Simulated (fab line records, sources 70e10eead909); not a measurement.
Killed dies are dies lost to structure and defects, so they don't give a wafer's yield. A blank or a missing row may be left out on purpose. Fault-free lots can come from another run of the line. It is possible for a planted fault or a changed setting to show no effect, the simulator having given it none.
A struck lot beside a sound one + flow nand harc + 36 steps out of a route of 1159
Sound: wafers L461.4, L461.5, L461.6. Struck: wafers L462.4, L462.6. (L462.5 of the same lot was not struck and is left out.) The cause comes at the end.
For every step that has rows: the tool of each side, followed by ch and its chambers, followed by its first start. Under that, the readings that differ: sound wafers + struck wafers + difference of the means + sigmas: that difference in standard deviations of wafers without a fault.
alike: readings with means less than 2 such deviations apart, plus words and numbers identical on both sides. not compared: withheld readings, readings lacking a value on some wafer, bounds such as >300 that could conceal the same value, and numbers that have no deviation in the record and whose values overlap.
A row with sigmas, a row that says differs or no value, or rows on one side alone: a step with any of these is where the two part. Numbers that have no deviation but don't overlap get no sigmas and don't part them. A reading missing from all wafers of one side parts the sides only when that side holds two or more wafers.

first, 2 steps without rows for these wafers: NHARC_A_SLIT_PRECLEAN_19 (cleans in SC1); NHARC_A_SLIT_SRD_20.
NHARC_A_SLIT_CD_MEAS_21:
  sound on cd sem-02, day 16 09:19; struck on cd sem-03, day 16 23:21
  alike: cd nm
then, 3 steps without rows for these wafers: NHARC_A_SIN_REMOVE_WET_00 (chemistry H3PO4, time 15300 s); NHARC_A_SIN_REMOVE_PRECLEAN_01 (cleans in SC1); NHARC_A_SIN_REMOVE_SRD_02.
NHARC_A_SIN_REMOVE_INSPECT_04:
  sound on defect inspect-01, day 16 17:08; struck on defect inspect-01, day 17 07:04
  alike: raw defect count
NHARC_A_WL_FILL_ALD_00: deposits Al2O3, target thk 3 nm, pulse time 3 s, ald cycles 30.
  sound on ald hk-02 ch 2,3, day 16 17:19; struck on ald hk-04 ch 1, day 17 07:09
| reading            | sound       | struck  | difference | sigmas |
|--------------------|-------------|---------|------------|--------|
| heater power w (W) | 489 492 513 | 415 414 | -84        | -2     |
  alike: precursor pulse height rel
  not compared: since wet clean h
then, 1 step without rows for these wafers: NHARC_A_WL_FILL_RTA_01 (time 5 s).
NHARC_A_WL_FILL_ALD_02: deposits TiN, target thk 2 nm, pulse time 3 s, ald cycles 100.
  sound on ald metal-02 ch 0,1,3, day 16 17:52; struck on ald metal-03 ch 1,3, day 17 07:48
  alike: heater power w, precursor pulse height rel
  not compared: since wet clean h
NHARC_A_WL_FILL_CVD_03: deposits W, target thk 40 nm, time 3302 s.
  sound on cvd w-01 ch 0,1, day 16 19:38; struck on cvd w-01 ch 0, day 17 12:03
  alike: heater power w, mfc wf6 sccm, throttle valve pct
  not compared: since wet clean h
then, 2 steps without rows for these wafers: NHARC_A_WL_FILL_ETCHBACK_04 (etches the open film in NF3, target depth 60 nm, time 120 s); NHARC_A_WL_FILL_ETCHBACK_05 (etches the open film in Cl2/BCl3, target depth 22 nm, time 60 s).
NHARC_A_WL_FILL_STRIP_27: strips in N2/H2, time 20 s.
  sound on plasma asher-02 ch 0,1, day 16 21:58; struck on plasma asher-01 ch 0,1, day 17 14:24
  alike: drypump motor current A, heater power w
  not compared: rf hours counter h
then, 16 steps without rows for these wafers: NHARC_A_WL_FILL_STRIP_28 (strips in post etch residue remover, time 1200 s); NHARC_A_WL_FILL_PRECLEAN_06 (cleans in DIW, time 300 s); NHARC_A_WL_FILL_SRD_07; NHARC_A_WL_FILL_ANNEAL_08 (time 1800 s); NHARC_A_WL_FILL_ALD_10 (deposits SiO2, target thk 50 nm, pulse time 10 s, ald cycles 500); NHARC_A_WL_FILL_ETCHBACK_16 (etches the open film in C4F8/O2/Ar, target depth 88 nm, time 17.6 s); NHARC_A_WL_FILL_STRIP_29 (strips in O2, time 20 s); NHARC_A_WL_FILL_ETCHBACK_17 (etches the open film in Cl2/BCl3, target depth 4 nm, time 26.7 s); NHARC_A_WL_FILL_PRECLEAN_18 (cleans in dHF, time 30 s); NHARC_A_WL_FILL_SRD_21; NHARC_A_WL_FILL_CVD_23 (deposits poly-Si, target thk 40 nm, time 800 s); NHARC_A_WL_FILL_ETCHBACK_26 (etches the open film in HBr, target depth 52 nm, time 13.3 s); NHARC_A_WL_FILL_PRECLEAN_30 (cleans in dHF, time 10 s); NHARC_A_WL_FILL_SRD_14; NHARC_A_WL_FILL_ALD_19 (deposits TiN, target thk 2 nm, pulse time 3 s, ald cycles 100); NHARC_A_WL_FILL_CVD_20 (deposits W, target thk 75 nm, time 5064 s).
NHARC_A_WL_FILL_CMP_12: polishes, t overpolish 30 s, target thk 75 nm.
  sound on cmp-01 ch 0,3, day 17 19:13; struck on cmp-01 ch 2, day 18 14:02
  alike: motor current A, overpolish run s, time to endpoint s
  not compared: pad life wafers
then, 1 step without rows for these wafers: NHARC_A_WL_FILL_SRD_31.
NHARC_A_WL_FILL_INSPECT_15:
  sound on defect inspect-01, day 17 19:39; struck on defect inspect-01, day 18 14:30
  alike: raw defect count
then, 1 step without rows for these wafers: NHARC_A_CONTACT_DEP_24 (deposits SiO2, target thk 500 nm).
NHARC_A_CONTACT_DEP_28: deposits aC, target thk 3600 nm.
  the record has rows for the sound wafers here (acl dep-02 ch 0, day 17 21:50) and none for the struck ones
-- the record jumps here: 3 days lie between the struck wafers' starts before and after (it left off in module A_CONTACT and takes up again in module END, whose first step shown is number 1159 of the route) --
NHARC_END_SORT_01:
  sound on prober-01 ch 0, day 21 02:26; struck on prober-02 ch 0, day 21 23:43
| reading         | sound    | struck  | difference | sigmas |
|-----------------|----------|---------|------------|--------|
| killed at array | 36 30 33 | 654 633 | +610       | +61    |
| killed dies     | 36 34 37 | 655 634 | +609       | +61    |
  alike: killed at other, killed at periphery, killed open, killed short

WHERE THEY PART
Last at NHARC_END_SORT_01 as far as this record goes, first at NHARC_A_WL_FILL_ALD_00.

WHY: the cause the simulator had injected
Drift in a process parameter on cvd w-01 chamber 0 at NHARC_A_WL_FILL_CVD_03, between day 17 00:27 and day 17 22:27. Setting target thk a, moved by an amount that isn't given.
